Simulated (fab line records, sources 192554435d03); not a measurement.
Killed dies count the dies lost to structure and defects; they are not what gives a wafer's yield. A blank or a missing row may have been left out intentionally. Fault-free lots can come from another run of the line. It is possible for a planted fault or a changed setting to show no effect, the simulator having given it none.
fab line records ; flow n5Finfet
record lots=24; wafers=72; lastDay=18
route steps=1938 shown BEOL_M12@1641 BEOL_M13@1670
lots with no fault: from the same line, run without faults
startH: start of the lot's first displayed wafer, in hours after the record's first day ; waitH: hours since the lot's step before ; " as in the row above ; L1.1+2: several wafers, shown together as one row ; - value missing, or start not given ; * or withheld: withheld ; < > ~ a bound
route shown NAME@n: names a module that has steps shown in the file, with the first one's number in the route ; usual: the fault-free wafers' mean and standard deviation ; same: alike in all rows ; chamber/n: place in a boat ; sites: the reading at each site ; _std_site: the standard deviation of these ; _edge_site: mean of outer sites minus mean of inner sites ; radiusMm: for every site, how far away it sits from the centre of the wafer ; mask NAME#n: copy n ; behind: the tool/chamber that last shaped the wafer ; hold: why the lot was held/for how many hours/how that ended ; device: names the non-switching transistor (n, p or np) ; end of line: the route-end tests of the same wafers ; a step with no rows: only its recipe ; killed: count of dies lost to structure and defects at first sort (not the wafer's yield) ; map: a wafer's dies, marking killed ones x, the rest . and places with no die _
set.NAME: setting as actually run; set.NAME@STEP: the setting as run at that earlier step ; model.NAME: the simulator's own value behind a step, which no gauge read
steps of the route over a sample of lots; a table a step, a row a wafer
services: the hour from which a tool's chamber was out of use, counted from the record's first day as startH (under 0 if before that day), plus the number of hours and why
## steps
# step N5_BEOL_M12_OCD_MEAS_35
# usual trenchDepthNm=322/4.3
lot.wafer;tool;chamber;startH;waitH;trenchDepthNm
L074.3;ocd-02;-;239.00;0.0;321
L074.4;ocd-02;-;239.00;0.0;326
L074.6;ocd-02;-;239.00;0.0;321
L075.1;ocd-02;-;254.83;0.0;315
L075.2;ocd-02;-;254.83;0.0;319
L075.4;ocd-02;-;254.83;0.0;325
L077.2;ocd-01;-;260.35;0.0;317
L077.5;ocd-01;-;260.35;0.0;319
L077.6;ocd-01;-;260.35;0.0;324
L076.2;ocd-01;-;273.19;0.0;324
L076.3;ocd-01;-;273.19;0.0;314
L076.4;ocd-01;-;273.19;0.0;310
L079.3;ocd-01;-;274.85;0.0;323
L079.4;ocd-01;-;274.85;0.0;324
L079.6;ocd-01;-;274.85;0.0;326
L081.2;ocd-01;-;277.98;0.0;321
L081.3;ocd-01;-;277.98;0.0;319
L081.5;ocd-01;-;277.98;0.0;327
L080.1;ocd-02;-;278.04;0.0;327
L080.3;ocd-02;-;278.04;0.0;323
L080.4;ocd-02;-;278.04;0.0;325
L082.3;ocd-02;-;291.37;0.0;326
L082.4;ocd-02;-;291.37;0.0;318
L082.6;ocd-02;-;291.37;0.0;326
L078.1;ocd-01;-;300.36;0.0;324
L078.4;ocd-01;-;300.36;0.0;318
L078.5;ocd-01;-;300.36;0.0;320
L083.4;ocd-01;-;303.34;0.0;326
L083.5;ocd-01;-;303.34;0.0;325
L083.6;ocd-01;-;303.34;0.0;312
L084.2;ocd-02;-;309.09;0.0;315
L084.4;ocd-02;-;309.09;0.0;325
L084.6;ocd-02;-;309.09;0.0;322
L085.1;ocd-02;-;325.23;0.0;325
L085.2;ocd-02;-;325.23;0.0;322
L085.6;ocd-02;-;325.23;0.0;329
L086.2;ocd-01;-;327.28;0.0;324
L086.5;ocd-01;-;327.28;0.0;316
L086.6;ocd-01;-;327.28;0.0;327
L088.1;ocd-01;-;337.84;0.0;321
L088.2;ocd-01;-;337.84;0.0;324
L088.3;ocd-01;-;337.84;0.0;329
L087.2;ocd-02;-;345.10;0.0;325
L087.3;ocd-02;-;345.10;0.0;329
L087.6;ocd-02;-;345.10;0.0;318
L090.1;ocd-02;-;356.25;0.0;321
L090.3;ocd-02;-;356.25;0.0;327
L090.5;ocd-02;-;356.25;0.0;326
L089.2;ocd-01;-;362.54;0.0;325
L089.4;ocd-01;-;362.54;0.0;326
L089.6;ocd-01;-;362.54;0.0;318
L091.1;ocd-02;-;365.67;0.0;316
L091.2;ocd-02;-;365.67;0.0;322
L091.4;ocd-02;-;365.67;0.0;323
L092.1;ocd-02;-;375.05;0.0;324
L092.3;ocd-02;-;375.05;0.0;330
L092.4;ocd-02;-;375.05;0.0;322
L095.1;ocd-02;-;379.56;0.0;323
L095.2;ocd-02;-;379.56;0.0;324
L095.4;ocd-02;-;379.56;0.0;328
L094.2;ocd-01;-;380.49;0.0;331
L094.3;ocd-01;-;380.49;0.0;321
L094.5;ocd-01;-;380.49;0.0;317
L093.1;ocd-01;-;381.89;0.0;327
L093.5;ocd-01;-;381.89;0.0;321
L093.6;ocd-01;-;381.89;0.0;315
L096.4;ocd-01;-;388.84;0.0;328
L096.5;ocd-01;-;388.84;0.0;328
L096.6;ocd-01;-;388.84;0.0;320
L097.2;ocd-01;-;392.66;0.0;325
L097.4;ocd-01;-;392.66;0.0;317
L097.5;ocd-01;-;392.66;0.0;315
# step N5_BEOL_M12_DEP_53
# recipe material=SiCN; targetThkA=300; tempC=withheld; precursor=3MS/NH3; pressureTorr=3; rfW=675; timeS=10.5
# usual showerheadPlenumPTorr=4.167/0.025; throttleValvePct=17.9/0.59
lot.wafer;tool;chamber;startH;waitH;showerheadPlenumPTorr;throttleValvePct
L074.3;pecvd-01;0;248.03;0.0;4.192;17.1
L074.4;pecvd-01;1;248.03;0.0;4.190;17.1
L074.6;pecvd-01;1;248.03;0.0;4.197;17.1
L075.1;pecvd-03;0;257.77;0.0;4.153;17.8
L075.2;pecvd-03;2;257.77;0.0;4.149;17.2
L075.4;pecvd-03;2;257.77;0.0;4.145;17.4
L077.2;pecvd-03;2;266.73;0.0;4.154;17.2
L077.5;pecvd-03;0;266.73;0.0;4.150;18.1
L077.6;pecvd-03;2;266.73;0.0;4.168;17.2
L076.2;pecvd-01;1;276.65;0.0;4.195;16.9
L076.3;pecvd-01;0;276.65;0.0;4.187;17.2
L076.4;pecvd-01;0;276.65;0.0;4.183;17.2
L079.3;pecvd-03;1;281.11;0.0;4.108;18.8
L079.4;pecvd-03;0;281.11;0.0;4.143;18.1
L079.6;pecvd-03;2;281.11;0.0;4.149;17.4
L080.1;pecvd-01;2;281.45;0.0;4.172;17.5
L080.3;pecvd-01;0;281.45;0.0;4.190;17.5
L080.4;pecvd-01;2;281.45;0.0;4.165;17.6
L081.2;pecvd-01;0;281.80;0.0;4.206;17.4
L081.3;pecvd-01;2;281.80;0.0;4.176;17.9
L081.5;pecvd-01;0;281.80;0.0;4.193;17.3
L082.3;pecvd-03;1;297.11;0.0;4.110;19.0
L082.4;pecvd-03;2;297.11;0.0;4.155;17.2
L082.6;pecvd-03;1;297.11;0.0;4.123;18.9
L078.1;pecvd-04;0;302.82;0.0;4.164;17.7
L078.4;pecvd-04;2;302.82;0.0;4.182;17.8
L078.5;pecvd-04;1;302.82;0.0;4.174;19.2
L083.4;pecvd-01;0;306.34;0.0;4.191;17.3
L083.5;pecvd-01;0;306.34;0.0;4.204;17.3
L083.6;pecvd-01;2;306.34;0.0;4.167;17.7
L084.2;pecvd-03;0;311.57;0.0;4.144;18.1
L084.4;pecvd-03;1;311.57;0.0;4.119;18.9
L084.6;pecvd-03;0;311.57;0.0;4.150;18.3
L085.1;pecvd-01;0;332.84;0.0;4.194;17.2
L085.2;pecvd-01;1;332.84;0.0;4.200;17.0
L085.6;pecvd-01;0;332.84;0.0;4.192;17.5
L086.2;pecvd-03;1;332.97;0.0;4.118;18.3
L086.5;pecvd-03;0;332.97;0.0;4.156;18.2
L086.6;pecvd-03;2;332.97;0.0;4.153;17.7
L088.1;pecvd-04;2;340.99;0.0;4.184;18.1
L088.2;pecvd-04;1;340.99;0.0;4.184;19.1
L088.3;pecvd-04;0;340.99;0.0;4.165;17.8
L087.2;pecvd-03;0;348.25;0.0;4.152;18.3
L087.3;pecvd-03;2;348.25;0.0;4.171;17.5
L087.6;pecvd-03;2;348.25;0.0;4.159;17.4
L090.1;pecvd-04;1;361.24;0.0;4.190;19.4
L090.3;pecvd-04;0;361.24;0.0;4.171;17.7
L090.5;pecvd-04;1;361.24;0.0;4.174;18.8
L089.2;pecvd-01;2;366.91;0.0;4.171;17.6
L089.4;pecvd-01;2;366.91;0.0;4.172;17.9
L089.6;pecvd-01;1;366.91;0.0;4.184;17.2
L091.1;pecvd-04;0;368.72;0.0;4.160;17.8
L091.2;pecvd-04;2;368.72;0.0;4.181;18.1
L091.4;pecvd-04;1;368.72;0.0;4.186;19.3
L092.1;pecvd-04;2;376.89;0.0;4.183;18.1
L092.3;pecvd-04;0;376.89;0.0;4.168;17.7
L092.4;pecvd-04;0;376.89;0.0;4.172;17.7
L095.1;pecvd-04;0;385.59;0.0;4.162;17.6
L095.2;pecvd-04;2;385.59;0.0;4.185;17.9
L095.4;pecvd-04;0;385.59;0.0;4.175;17.9
L094.2;pecvd-03;1;386.12;0.0;4.112;18.6
L094.3;pecvd-03;0;386.12;0.0;4.145;18.2
L094.5;pecvd-03;1;386.12;0.0;4.124;18.8
L093.1;pecvd-03;2;389.00;0.0;4.161;17.5
L093.5;pecvd-03;1;389.00;0.0;4.115;18.9
L093.6;pecvd-03;2;389.00;0.0;4.155;17.8
L096.4;pecvd-04;2;395.67;0.0;4.186;17.9
L096.5;pecvd-04;0;395.67;0.0;4.170;17.9
L096.6;pecvd-04;2;395.67;0.0;4.193;18.3
L097.2;pecvd-04;0;397.27;0.0;4.171;17.9
L097.4;pecvd-04;0;397.27;0.0;4.171;17.6
L097.5;pecvd-04;2;397.27;0.0;4.181;18.1
# step N5_BEOL_M13_OVL_MEAS_11
# recipe pointsPerWafer=44
# usual V12_OVL=2/5.4
# same pointsPerWafer=44
lot.wafer;tool;chamber;startH;waitH;V12_OVL[nm]
L074.3;overlay-02;0;248.76;0.0;0
L074.4;overlay-02;0;248.76;0.0;-1
L074.6;overlay-02;0;248.76;0.0;-4
L075.1;overlay-02;0;258.51;0.0;0
L075.2;overlay-02;0;258.51;0.0;0
L075.4;overlay-02;0;258.51;0.0;-3
L077.2;overlay-02;0;267.34;0.0;1
L077.5;overlay-02;0;267.34;0.0;8
L077.6;overlay-02;0;267.34;0.0;-2
L076.2;overlay-01;0;277.39;0.0;2
L076.3;overlay-01;0;277.39;0.0;0
L076.4;overlay-01;0;277.39;0.0;0
L079.3;overlay-01;0;281.85;0.0;-3
L079.4;overlay-01;0;281.85;0.0;11
L079.6;overlay-01;0;281.85;0.0;7
L080.1;overlay-02;0;282.06;0.0;9
L080.3;overlay-02;0;282.06;0.0;14
L080.4;overlay-02;0;282.06;0.0;4
L081.2;overlay-02;0;282.41;0.0;5
L081.3;overlay-02;0;282.41;0.0;-1
L081.5;overlay-02;0;282.41;0.0;-1
L082.3;overlay-01;0;297.72;0.0;3
L082.4;overlay-01;0;297.72;0.0;6
L082.6;overlay-01;0;297.72;0.0;15
L078.1;overlay-01;0;303.56;0.0;1
L078.4;overlay-01;0;303.56;0.0;0
L078.5;overlay-01;0;303.56;0.0;0
L083.4;overlay-02;0;306.96;0.0;-3
L083.5;overlay-02;0;306.96;0.0;0
L083.6;overlay-02;0;306.96;0.0;3
L084.2;overlay-01;0;312.31;0.0;-10
L084.4;overlay-01;0;312.31;0.0;-4
L084.6;overlay-01;0;312.31;0.0;-1
L085.1;overlay-02;0;333.47;0.0;2
L085.2;overlay-02;0;333.47;0.0;-4
L085.6;overlay-02;0;333.47;0.0;-7
L086.2;overlay-02;0;333.70;0.0;0
L086.5;overlay-02;0;333.70;0.0;7
L086.6;overlay-02;0;333.70;0.0;1
L088.1;overlay-01;0;341.75;0.0;-6
L088.2;overlay-01;0;341.75;0.0;6
L088.3;overlay-01;0;341.75;0.0;-5
L087.2;overlay-01;0;348.94;0.0;4
L087.3;overlay-01;0;348.94;0.0;3
L087.6;overlay-01;0;348.94;0.0;4
L090.1;overlay-02;0;361.97;0.0;-6
L090.3;overlay-02;0;361.97;0.0;-2
L090.5;overlay-02;0;361.97;0.0;-2
L089.2;overlay-02;0;367.65;0.0;-6
L089.4;overlay-02;0;367.65;0.0;-4
L089.6;overlay-02;0;367.65;0.0;-7
L091.1;overlay-02;0;369.33;0.0;-3
L091.2;overlay-02;0;369.33;0.0;-3
L091.4;overlay-02;0;369.33;0.0;1
L092.1;overlay-02;0;377.50;0.0;-2
L092.3;overlay-02;0;377.50;0.0;5
L092.4;overlay-02;0;377.50;0.0;5
L095.1;overlay-01;0;386.22;0.0;1
L095.2;overlay-01;0;386.22;0.0;5
L095.4;overlay-01;0;386.22;0.0;4
L094.2;overlay-02;0;386.79;0.0;2
L094.3;overlay-02;0;386.79;0.0;4
L094.5;overlay-02;0;386.79;0.0;7
L093.1;overlay-02;0;389.80;0.0;3
L093.5;overlay-02;0;389.80;0.0;2
L093.6;overlay-02;0;389.80;0.0;3
L096.4;overlay-01;0;396.34;0.0;5
L096.5;overlay-01;0;396.34;0.0;14
L096.6;overlay-01;0;396.34;0.0;6
L097.2;overlay-01;0;397.90;0.0;13
L097.4;overlay-01;0;397.90;0.0;13
L097.5;overlay-01;0;397.90;0.0;-4
# step N5_BEOL_M13_STRIP_64
# recipe chemistry=N2/H2; powerW=1000; tempC=250; h2Frac=0.65; overashFraction=0.3; pressureMtorr=withheld; n2FlowSccm=1750; h2FlowSccm=3250
# usual drypumpMotorCurrentA=5.7/0.49; h2FlowSccm=3249/10; heaterPowerW=347/19; oesProductAu=0.716/0.0046; stripTimeToEndpointS=31.34/0.055
lot.wafer;tool;chamber;startH;waitH;drypumpMotorCurrentA;h2FlowSccm;heaterPowerW;oesProductAu;rfHoursCounterH;stripTimeToEndpointS
L074.3;plasmaAsher-01;0;249.22;0.0;5.1;3233;378;0.720;-;31.33
L074.4;plasmaAsher-01;1;249.22;0.0;6.4;3255;335;0.721;-;31.31
L074.6;plasmaAsher-01;0;249.22;0.0;5.1;3249;377;0.712;-;31.41
L075.1;plasmaAsher-01;0;258.99;0.0;5.1;3245;381;0.718;76;31.40
L075.2;plasmaAsher-01;1;258.99;0.0;6.4;3242;330;0.714;76;31.33
L075.4;plasmaAsher-01;1;258.99;0.0;6.5;3239;339;0.711;-;31.42
L077.2;plasmaAsher-01;1;268.23;0.0;6.4;3264;337;0.711;80;31.42
L077.5;plasmaAsher-01;0;268.23;0.0;5.1;3237;376;0.719;-;31.36
L077.6;plasmaAsher-01;1;268.23;0.0;6.4;3250;343;0.721;-;31.35
L076.2;plasmaAsher-01;1;278.27;0.0;6.4;3265;335;0.715;84;31.34
L076.3;plasmaAsher-01;1;278.27;0.0;6.4;3242;333;0.708;-;31.36
L076.4;plasmaAsher-01;0;278.27;0.0;5.1;3238;374;0.723;-;31.43
L079.3;plasmaAsher-02;1;282.36;0.0;5.5;3243;349;0.717;-;31.39
L079.4;plasmaAsher-02;0;282.36;0.0;5.8;3246;331;0.717;-;31.37
L079.6;plasmaAsher-02;1;282.36;0.0;5.5;3238;347;0.721;-;31.42
L080.1;plasmaAsher-01;0;282.56;0.0;5.1;3245;369;0.709;84;31.33
L080.3;plasmaAsher-01;1;282.56;0.0;6.4;3252;337;0.713;-;31.33
L080.4;plasmaAsher-01;0;282.56;0.0;5.1;3245;372;0.720;-;31.31
L081.2;plasmaAsher-02;1;282.86;0.0;5.4;3251;342;0.716;121;31.31
L081.3;plasmaAsher-02;0;282.86;0.0;5.8;3242;331;0.708;-;31.37
L081.5;plasmaAsher-02;1;282.86;0.0;5.5;3254;356;0.716;-;31.34
L082.3;plasmaAsher-02;0;298.18;0.0;5.8;3259;326;0.723;-;31.30
L082.4;plasmaAsher-02;1;298.18;0.0;5.5;3263;353;0.726;-;31.22
L082.6;plasmaAsher-02;1;298.18;0.0;5.5;3260;345;0.722;-;31.34
L078.1;plasmaAsher-02;0;304.11;0.0;5.8;3233;327;0.708;125;31.35
L078.4;plasmaAsher-02;1;304.11;0.0;5.5;3244;352;0.707;-;31.35
L078.5;plasmaAsher-02;0;304.11;0.0;5.8;3253;327;0.718;-;31.22
L083.4;plasmaAsher-02;0;307.42;0.0;5.8;3245;328;0.715;-;31.31
L083.5;plasmaAsher-02;0;307.42;0.0;5.8;3243;337;0.719;-;31.37
L083.6;plasmaAsher-02;1;307.42;0.0;5.4;3259;343;0.711;-;31.35
L084.2;plasmaAsher-01;0;313.12;0.0;5.1;3238;374;0.710;91;31.40
L084.4;plasmaAsher-01;0;313.12;0.0;5.1;3244;381;0.711;-;31.35
L084.6;plasmaAsher-01;0;313.12;0.0;5.1;3232;390;0.719;-;31.45
L085.1;plasmaAsher-02;1;333.91;0.0;5.5;3252;348;0.716;130;31.37
L085.2;plasmaAsher-02;0;333.91;0.0;5.8;3257;327;0.725;130;31.33
L085.6;plasmaAsher-02;1;333.91;0.0;5.5;3249;345;0.714;-;31.22
L086.2;plasmaAsher-01;1;334.14;0.0;6.4;3248;336;0.719;94;31.38
L086.5;plasmaAsher-01;0;334.14;0.0;5.1;3270;383;0.719;-;31.46
L086.6;plasmaAsher-01;1;334.14;0.0;6.4;3239;333;0.715;-;31.34
L088.1;plasmaAsher-01;1;342.19;0.0;6.4;3246;335;0.725;96;31.32
L088.2;plasmaAsher-01;0;342.19;0.0;5.1;3252;379;0.714;96;31.28
L088.3;plasmaAsher-01;1;342.19;0.0;6.4;3241;345;0.718;-;31.23
L087.2;plasmaAsher-02;1;349.38;0.0;5.5;3237;345;0.720;133;31.38
L087.3;plasmaAsher-02;0;349.38;0.0;5.8;3258;333;0.711;-;31.39
L087.6;plasmaAsher-02;1;349.38;0.0;5.5;3248;351;0.717;-;31.37
L090.1;plasmaAsher-02;0;362.41;0.0;5.8;3233;329;0.720;135;31.30
L090.3;plasmaAsher-02;1;362.41;0.0;5.5;3256;343;0.710;-;31.23
L090.5;plasmaAsher-02;1;362.41;0.0;5.5;3255;339;0.714;-;31.26
L089.2;plasmaAsher-01;0;368.09;0.0;5.1;3232;377;0.722;102;31.32
L089.4;plasmaAsher-01;1;368.09;0.0;6.4;3260;340;0.725;-;31.36
L089.6;plasmaAsher-01;1;368.09;0.0;6.4;3254;338;0.716;-;31.37
L091.1;plasmaAsher-02;0;369.77;0.0;5.9;3247;332;0.717;137;31.34
L091.2;plasmaAsher-02;1;369.77;0.0;5.4;3266;351;0.715;137;31.29
L091.4;plasmaAsher-02;0;369.77;0.0;5.8;3264;334;0.712;-;31.35
L092.1;plasmaAsher-01;0;377.94;0.0;5.1;3269;371;0.714;104;31.30
L092.3;plasmaAsher-01;1;377.94;0.0;6.4;3235;332;0.718;-;31.36
L092.4;plasmaAsher-01;0;377.94;0.0;5.1;3266;380;0.714;-;31.32
L095.1;plasmaAsher-01;0;386.66;0.0;5.1;3256;373;0.714;106;31.33
L095.2;plasmaAsher-01;1;386.66;0.0;6.5;3267;335;0.715;106;31.32
L095.4;plasmaAsher-01;0;386.66;0.0;5.1;3262;377;0.721;-;31.34
L094.2;plasmaAsher-01;1;387.24;0.0;6.4;3258;330;0.717;106;31.33
L094.3;plasmaAsher-01;0;387.24;0.0;5.1;3258;387;0.716;-;31.32
L094.5;plasmaAsher-01;1;387.24;0.0;6.4;3259;336;0.721;-;31.34
L093.1;plasmaAsher-02;1;390.24;0.0;5.5;3246;338;0.717;141;31.33
L093.5;plasmaAsher-02;0;390.24;0.0;5.8;3242;327;0.712;-;31.34
L093.6;plasmaAsher-02;1;390.24;0.0;5.5;3250;350;0.719;-;31.30
L096.4;plasmaAsher-02;0;396.80;0.0;5.8;3239;327;0.711;-;31.29
L096.5;plasmaAsher-02;1;396.80;0.0;5.5;3253;351;0.713;-;31.33
L096.6;plasmaAsher-02;0;396.80;0.0;5.8;3237;330;0.716;-;31.42
L097.2;plasmaAsher-02;1;398.34;0.0;5.5;3244;352;0.721;143;31.27
L097.4;plasmaAsher-02;0;398.34;0.0;5.8;3249;318;0.713;-;31.37
L097.5;plasmaAsher-02;0;398.34;0.0;5.8;3245;320;0.719;-;31.37
# step N5_BEOL_M13_PRE_CLEAN_42
# recipe gas=H2/He; timeS=30; tempC=250
# usual heaterPowerW=330/24
lot.wafer;tool;chamber;startH;waitH;heaterPowerW
L074.3;pvdSputter-02;-;255.98;0.0;367
L074.4;pvdSputter-02;-;255.98;0.0;332
L074.6;pvdSputter-02;-;255.98;0.0;369
L075.1;pvdSputter-03;-;263.30;0.0;340
L075.2;pvdSputter-03;-;263.30;0.0;319
L075.4;pvdSputter-03;-;263.30;0.0;316
L077.2;pvdSputter-01;-;270.14;0.0;331
L077.5;pvdSputter-01;-;270.14;0.0;304
L077.6;pvdSputter-01;-;270.14;0.0;308
L076.2;pvdSputter-02;-;280.28;0.0;325
L076.3;pvdSputter-02;-;280.28;0.0;357
L076.4;pvdSputter-02;-;280.28;0.0;312
L079.3;pvdSputter-03;-;285.68;0.0;348
L079.4;pvdSputter-03;-;285.68;0.0;346
L079.6;pvdSputter-03;-;285.68;0.0;317
L080.1;pvdSputter-02;-;286.80;0.0;315
L080.3;pvdSputter-02;-;286.80;0.0;372
L080.4;pvdSputter-02;-;286.80;0.0;368
L081.2;pvdSputter-01;-;287.29;0.0;303
L081.3;pvdSputter-01;-;287.29;0.0;309
L081.5;pvdSputter-01;-;287.29;0.0;296
L082.3;pvdSputter-03;-;302.23;0.0;315
L082.4;pvdSputter-03;-;302.23;0.0;352
L082.6;pvdSputter-03;-;302.23;0.0;323
L078.1;pvdSputter-01;-;309.79;0.0;316
L078.4;pvdSputter-01;-;309.79;0.0;308
L078.5;pvdSputter-01;-;309.79;0.0;321
L083.4;pvdSputter-01;-;310.23;0.0;304
L083.5;pvdSputter-01;-;310.23;0.0;308
L083.6;pvdSputter-01;-;310.23;0.0;308
L084.2;pvdSputter-03;-;318.84;0.0;355
L084.4;pvdSputter-03;-;318.84;0.0;316
L084.6;pvdSputter-03;-;318.84;0.0;328
L085.1;pvdSputter-02;-;336.44;0.0;331
L085.2;pvdSputter-02;-;336.44;0.0;359
L085.6;pvdSputter-02;-;336.44;0.0;308
L086.2;pvdSputter-02;-;336.94;0.0;308
L086.5;pvdSputter-02;-;336.94;0.0;327
L086.6;pvdSputter-02;-;336.94;0.0;361
L088.1;pvdSputter-03;-;343.98;0.0;346
L088.2;pvdSputter-03;-;343.98;0.0;354
L088.3;pvdSputter-03;-;343.98;0.0;320
L087.2;pvdSputter-01;-;350.92;0.0;305
L087.3;pvdSputter-01;-;350.92;0.0;306
L087.6;pvdSputter-01;-;350.92;0.0;301
L090.1;pvdSputter-01;-;364.97;0.0;306
L090.3;pvdSputter-01;-;364.97;0.0;305
L090.5;pvdSputter-01;-;364.97;0.0;318
L089.2;pvdSputter-01;-;370.99;0.0;296
L089.4;pvdSputter-01;-;370.99;0.0;309
L089.6;pvdSputter-01;-;370.99;0.0;317
L091.1;pvdSputter-03;-;372.36;0.0;316
L091.2;pvdSputter-03;-;372.36;0.0;355
L091.4;pvdSputter-03;-;372.36;0.0;353
L092.1;pvdSputter-02;-;384.37;0.0;354
L092.3;pvdSputter-02;-;384.37;0.0;322
L092.4;pvdSputter-02;-;384.37;0.0;298
L095.1;pvdSputter-02;-;389.43;0.0;390
L095.2;pvdSputter-02;-;389.43;0.0;308
L095.4;pvdSputter-02;-;389.43;0.0;329
L094.2;pvdSputter-02;-;389.83;0.0;328
L094.3;pvdSputter-02;-;389.83;0.0;352
L094.5;pvdSputter-02;-;389.83;0.0;312
L093.1;pvdSputter-02;-;393.61;0.0;364
L093.5;pvdSputter-02;-;393.61;0.0;376
L093.6;pvdSputter-02;-;393.61;0.0;309
L096.4;pvdSputter-02;-;400.09;0.0;323
L096.5;pvdSputter-02;-;400.09;0.0;359
L096.6;pvdSputter-02;-;400.09;0.0;317
L097.2;pvdSputter-02;-;400.49;0.0;330
L097.4;pvdSputter-02;-;400.49;0.0;361
L097.5;pvdSputter-02;-;400.49;0.0;367
# step N5_BEOL_M13_SPUTTER_44
# recipe material=Ta; targetThkA=100; tempC=50; biasV=80; powerW=15000; chamberPressurePa=0.07; timeS=16.13
# usual throttleValvePct=30.2/0.99
lot.wafer;tool;chamber;startH;waitH;throttleValvePct
L074.3;pvdSputter-02;-;256.10;0.0;31.8
L074.4;pvdSputter-02;-;256.10;0.0;30.1
L074.6;pvdSputter-02;-;256.10;0.0;29.8
L075.1;pvdSputter-03;-;263.42;0.0;29.2
L075.2;pvdSputter-03;-;263.42;0.0;30.8
L075.4;pvdSputter-03;-;263.42;0.0;31.6
L077.2;pvdSputter-01;-;270.26;0.0;30.4
L077.5;pvdSputter-01;-;270.26;0.0;29.9
L077.6;pvdSputter-01;-;270.26;0.0;28.4
L076.2;pvdSputter-02;-;280.40;0.0;29.9
L076.3;pvdSputter-02;-;280.40;0.0;30.0
L076.4;pvdSputter-02;-;280.40;0.0;29.8
L079.3;pvdSputter-03;-;285.80;0.0;29.4
L079.4;pvdSputter-03;-;285.80;0.0;29.2
L079.6;pvdSputter-03;-;285.80;0.0;31.4
L080.1;pvdSputter-02;-;286.92;0.0;29.4
L080.3;pvdSputter-02;-;286.92;0.0;30.4
L080.4;pvdSputter-02;-;286.92;0.0;31.7
L081.2;pvdSputter-01;-;287.41;0.0;28.8
L081.3;pvdSputter-01;-;287.41;0.0;30.2
L081.5;pvdSputter-01;-;287.41;0.0;30.3
L082.3;pvdSputter-03;-;302.35;0.0;31.6
L082.4;pvdSputter-03;-;302.35;0.0;29.2
L082.6;pvdSputter-03;-;302.35;0.0;30.8
L078.1;pvdSputter-01;-;309.91;0.0;31.7
L078.4;pvdSputter-01;-;309.91;0.0;28.6
L078.5;pvdSputter-01;-;309.91;0.0;30.5
L083.4;pvdSputter-01;-;310.35;0.0;30.3
L083.5;pvdSputter-01;-;310.35;0.0;31.9
L083.6;pvdSputter-01;-;310.35;0.0;28.8
L084.2;pvdSputter-03;-;318.96;0.0;29.3
L084.4;pvdSputter-03;-;318.96;0.0;31.4
L084.6;pvdSputter-03;-;318.96;0.0;31.1
L085.1;pvdSputter-02;-;336.56;0.0;30.3
L085.2;pvdSputter-02;-;336.56;0.0;32.1
L085.6;pvdSputter-02;-;336.56;0.0;29.4
L086.2;pvdSputter-02;-;337.06;0.0;29.6
L086.5;pvdSputter-02;-;337.06;0.0;29.9
L086.6;pvdSputter-02;-;337.06;0.0;31.8
L088.1;pvdSputter-03;-;344.10;0.0;29.0
L088.2;pvdSputter-03;-;344.10;0.0;30.0
L088.3;pvdSputter-03;-;344.10;0.0;31.2
L087.2;pvdSputter-01;-;351.04;0.0;30.1
L087.3;pvdSputter-01;-;351.04;0.0;31.7
L087.6;pvdSputter-01;-;351.04;0.0;28.7
L090.1;pvdSputter-01;-;365.09;0.0;31.5
L090.3;pvdSputter-01;-;365.09;0.0;28.5
L090.5;pvdSputter-01;-;365.09;0.0;32.0
L089.2;pvdSputter-01;-;371.13;0.0;30.3
L089.4;pvdSputter-01;-;371.13;0.0;28.7
L089.6;pvdSputter-01;-;371.13;0.0;31.8
L091.1;pvdSputter-03;-;372.48;0.0;30.5
L091.2;pvdSputter-03;-;372.48;0.0;29.7
L091.4;pvdSputter-03;-;372.48;0.0;29.2
L092.1;pvdSputter-02;-;384.49;0.0;32.1
L092.3;pvdSputter-02;-;384.49;0.0;29.9
L092.4;pvdSputter-02;-;384.49;0.0;29.5
L095.1;pvdSputter-02;-;389.55;0.0;30.2
L095.2;pvdSputter-02;-;389.55;0.0;29.7
L095.4;pvdSputter-02;-;389.55;0.0;29.9
L094.2;pvdSputter-02;-;389.95;0.0;29.9
L094.3;pvdSputter-02;-;389.95;0.0;31.8
L094.5;pvdSputter-02;-;389.95;0.0;29.5
L093.1;pvdSputter-02;-;393.73;0.0;31.9
L093.5;pvdSputter-02;-;393.73;0.0;29.9
L093.6;pvdSputter-02;-;393.73;0.0;29.4
L096.4;pvdSputter-02;-;400.21;0.0;29.9
L096.5;pvdSputter-02;-;400.21;0.0;31.5
L096.6;pvdSputter-02;-;400.21;0.0;29.4
L097.2;pvdSputter-02;-;400.61;0.0;29.7
L097.4;pvdSputter-02;-;400.61;0.0;31.9
L097.5;pvdSputter-02;-;400.61;0.0;30.0
## services
tool;chamber;startH;hours;kind
pecvd-04;1;225.10;2.1;scheduledDown
pecvd-03;0;237.39;5.5;scheduledDown
pecvd-04;0;238.10;-;calibration
pecvd-03;0;243.03;4.9;repair
pecvd-01;2;245.23;12.9;repair
plasmaAsher-02;-;245.84;33.9;repair
pecvd-03;2;273.09;2.1;scheduledDown
pecvd-01;1;303.86;4.9;repair
pecvd-04;0;316.97;5.5;scheduledDown
plasmaAsher-02;-;346.46;2.8;pm
pecvd-04;-;372.50;1.2;repair
pecvd-04;1;383.62;-;clean
pecvd-04;1;383.62;-;consumableReplace:showerhead
pecvd-04;1;383.62;29.0;scheduledDown
pecvd-04;1;383.62;29.0;ventCycle
## key
fault none
